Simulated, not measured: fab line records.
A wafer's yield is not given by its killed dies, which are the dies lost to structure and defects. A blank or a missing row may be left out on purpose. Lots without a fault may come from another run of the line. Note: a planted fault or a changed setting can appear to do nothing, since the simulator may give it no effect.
Chamber matching / flow nand_harc / pecvd-02 running NHARC_P_BONDPAD_DEP_00: 3 sister chambers
The step deposits SiCN, target thk 250 nm. 3 wafers are shown with their chamber, then 7 later ones without.

== WAFERS WITH THEIR CHAMBER ==
wafer=L769.1; chamber=0; heater_power_w (W)=585
wafer=L769.4; chamber=1; heater_power_w (W)=605
wafer=L771.4; chamber=2; heater_power_w (W)=556

== WAFERS WITHOUT THEIR CHAMBER ==
wafer=L771.5; heater_power_w (W)=675
wafer=L772.2; heater_power_w (W)=647
wafer=L772.4; heater_power_w (W)=671
wafer=L772.6; heater_power_w (W)=580
wafer=L774.1; heater_power_w (W)=583
wafer=L774.4; heater_power_w (W)=516
wafer=L774.5; heater_power_w (W)=597

== EACH ONE'S CHAMBER ==
wafer=L771.5; from the rows above=can't be placed: 1 or 0 or 2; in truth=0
wafer=L772.2; from the rows above=can't be placed: 1 or 0 or 2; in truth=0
wafer=L772.4; from the rows above=can't be placed: 1 or 0 or 2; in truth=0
wafer=L772.6; from the rows above=can't be placed: 0 or 2 or 1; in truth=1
wafer=L774.1; from the rows above=can't be placed: 0 or 1 or 2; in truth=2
wafer=L774.4; from the rows above=can't be placed: 2 or 0 or 1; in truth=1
wafer=L774.5; from the rows above=can't be placed: 1 or 0 or 2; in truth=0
Placed correctly: 0 of 7. From these rows, 7 cannot be placed; in 7 the true chamber is one of the candidates. Wrongly placed: 0.
How it was worked out, from the rows above alone: a wafer's distance from a chamber is the root of the sum, over the readings, of the square of ((its reading less the chamber's mean) divided by the reading's scatter). The wafer belongs to the nearest chamber; if the next one is less than 2 further off, it can't be placed. For every chamber, the mean is computed from those of its wafers that are shown. The scatter: with one shown wafer a chamber, the root of the mean of the squares of how far each hidden wafer lies from its nearest shown one.
